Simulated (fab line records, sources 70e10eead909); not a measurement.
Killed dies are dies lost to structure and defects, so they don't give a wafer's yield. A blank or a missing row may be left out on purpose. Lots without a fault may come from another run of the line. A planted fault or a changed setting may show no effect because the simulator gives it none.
Which tool did it? | flow nand_harc | 6 lots, 18 wafers sampled, at 3 steps of a route of 1302

WHAT THE GAUGES READ, wafer by wafer
NHARC_P_ZERO_WELL_CD_MEAS_24: target cd 720 nm.
lot  | measured     | on        | cd_nm (nm)
L176 | day 3 04:26  | cd_sem-01 | 719.8 718.9 722.9
L178 | day 4 00:29  | cd_sem-02 | 708.3 708.7 710.5
L187 | day 7 18:31  | cd_sem-02 | 719.4 722.0 717.6
L189 | day 8 14:28  | cd_sem-02 | 722.9 720.3 717.7
L191 | day 9 11:17  | cd_sem-01 | 719.1 722.2 719.7
L194 | day 10 16:29 | cd_sem-02 | 720.2 719.8 722.3

WHICH TOOL RAN EACH LOT (tool, then ch and the chambers of the sampled wafers, then the start)
lot  | NHARC_P_ZERO_WELL_ETCH_63       | NHARC_P_ZERO_WELL_EXPOSE_21
L176 | rie_si-04 ch 0,1,2, day 3 03:40 | krf_scanner-02 ch 0, day 3 04:17
L178 | rie_si-04 ch 2,3, day 3 23:41   | krf_scanner-01 ch 0, day 4 00:20
L187 | rie_si-06 ch 1,2, day 7 17:35   | krf_scanner-01 ch 0, day 7 18:22
L189 | rie_si-03 ch 0,1,2, day 8 13:41 | krf_scanner-01 ch 0, day 8 14:19
L191 | rie_si-04 ch 1,2,3, day 9 10:29 | krf_scanner-01 ch 0, day 9 11:08
L194 | rie_si-04 ch 1,3, day 10 15:42  | krf_scanner-01 ch 0, day 10 16:20
- NHARC_P_ZERO_WELL_ETCH_63: etches the open film in HBr/Cl2, target depth 120 nm, time 40.1 s.
- NHARC_P_ZERO_WELL_EXPOSE_21: exposes mask P NWELL, target cd 720 nm.

THE ANSWER, worked out from the rows above alone
Rule: what is usual is taken from the lots themselves. Put in order of their means at a reading, lots are off if they are a third of the lots or fewer, leave a main group of 4 or more, and stand apart from it by a gap of 3 or more times the standard deviation of the main group's means; of several such gaps the widest counts. A main group whose means are all the same, to the digits that the tables above print for the reading, isn't used. A lot without any number at a reading at which 4 lots or more have one is off too. The other lots that the step has rows for count as sound.
Off: L178, at NHARC_P_ZERO_WELL_CD_MEAS_24 (cd_nm). The main group: mean 720.3 nm, standard deviation 0.37.
A tool fits if, at a process step before that reading, it ran every lot that is off, and no sound lot after the first of them. The gauges at NHARC_P_ZERO_WELL_CD_MEAS_24 are tried like those tools. None of those tried fits.

WHAT THE SIMULATOR HAD PUT IN
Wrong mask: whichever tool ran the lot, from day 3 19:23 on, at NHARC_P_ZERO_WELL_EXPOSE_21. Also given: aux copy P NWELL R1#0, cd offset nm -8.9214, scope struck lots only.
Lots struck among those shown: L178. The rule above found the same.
